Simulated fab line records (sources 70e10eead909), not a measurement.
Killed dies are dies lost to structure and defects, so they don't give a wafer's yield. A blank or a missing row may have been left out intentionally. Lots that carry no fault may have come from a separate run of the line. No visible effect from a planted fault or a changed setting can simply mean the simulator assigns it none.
8D (eight disciplines) problem report, filled in by code || flow nandHarc || the parts of the form that need people (team, actions taken, sign-off) are left out

1. WHAT IS WRONG
Wafers without a fault read 29.2 s, standard deviation 2.8; timeToEndpointS at NHARC_P_M2_CMP_23 reads a mean of 14.4 s on 4 wafers belonging to 2 lots. Measured from the usual mean, that is -5.3 standard deviations.
The step: polishes, t overpolish 20 s, target thk 144.3 nm.
First seen on wafer L117.3, day 13 13:22, on cmp-04. Wafers with a number at this step in the record: 36, from 12 lots. Rule for "out" (also "out of limits"): further than 4 standard deviations from the usual mean. All remaining wafers that have a number are taken as sound.

2. WHAT IT IS, AND WHAT IT ISN'T
{"question": "which readings at this step", "is": "timeToEndpointS", "is not": "motorCurrentA"}
{"question": "which lots", "is": "L117, L119", "is not": "L103, L104, L105, L107, L109, L110, L112, L116, L118, L125"}
{"question": "which wafers of those lots", "is": "L117.3, L117.6, L119.1, L119.5", "is not": "L117.5, L119.6"}
{"question": "read on which tools", "is": "cmp-04", "is not": "cmp-02, cmp-03"}
{"question": "when", "is": "from day 13 13:22", "is not": "up to then (28 sound wafers); but 4 sound wafers of L119, L125 came after"}

3. THE SUSPECTS, EACH WITH WHAT RULES IT OUT
Counting: a tool at a process step up to the reading stays a suspect if it ran every lot that is out. Sound lots after the first of them don't rule it out here, since some wafers of a struck lot are sound.
- ecdCu-02 at NHARC_P_M2_ECD_22 (material Cu, target thk 400 nm): kept. Every lot that is out went through it, the first being L117 (day 13 12:42); the last sound lot it ran before that was L116 (day 12 16:40).
- cmp-04 at NHARC_P_M2_CMP_23 (polishes, t overpolish 20 s, target thk 144.3 nm): kept. Every lot that is out went through it, the first being L117 (day 13 13:22); the last sound lot it ran before that was L107 (day 8 08:22). Its own timeToEndpointS readings are out on those wafers.
- Within cmp-04 at NHARC_P_M2_CMP_23: the wafers that are out ran in chambers 1, 2; their sound lot-mates ran in chamber 0.
The count leaves cmp-04 at NHARC_P_M2_CMP_23 and ecdCu-02 at NHARC_P_M2_ECD_22.

4. THE CAUSE (what the simulator had put in)
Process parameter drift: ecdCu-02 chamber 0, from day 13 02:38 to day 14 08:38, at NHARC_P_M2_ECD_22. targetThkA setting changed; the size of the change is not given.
This tool is one of the 2 suspects left after counting.

5. SEQUENCE OF EFFECTS, ordered by route
Rows list readings where the struck wafers' mean (over those with a number) sits beyond 3 standard deviations from the usual. Scope: only readings with a usual standard deviation given in the record; hours: median across lots of the time from each lot's start at the first step in this table that gives one to its start at this step; sigmas: change in usual standard deviations.
{"hours": 0, "step": "NHARC_P_M2_CMP_23", "reading": "timeToEndpointS", "usual": "29.2 s", "on struck wafers": 14.4, "change": -14.8, "sigmas": -5.3}
Its process steps:
- NHARC_P_M2_CMP_23: polishes, t overpolish 20 s, target thk 144.3 nm.

6. HOW IT WOULD HAVE BEEN CAUGHT EARLIER
11 hours passed between the start of the fault at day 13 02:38 and the first reading out of limits in this record, taken at day 13 13:22.
Among the 2 lots that are out, L119 began NHARC_P_M2_ECD_22 on ecdCu-02 after day 13 13:22. Had the tool been put on hold then, it would have been spared.
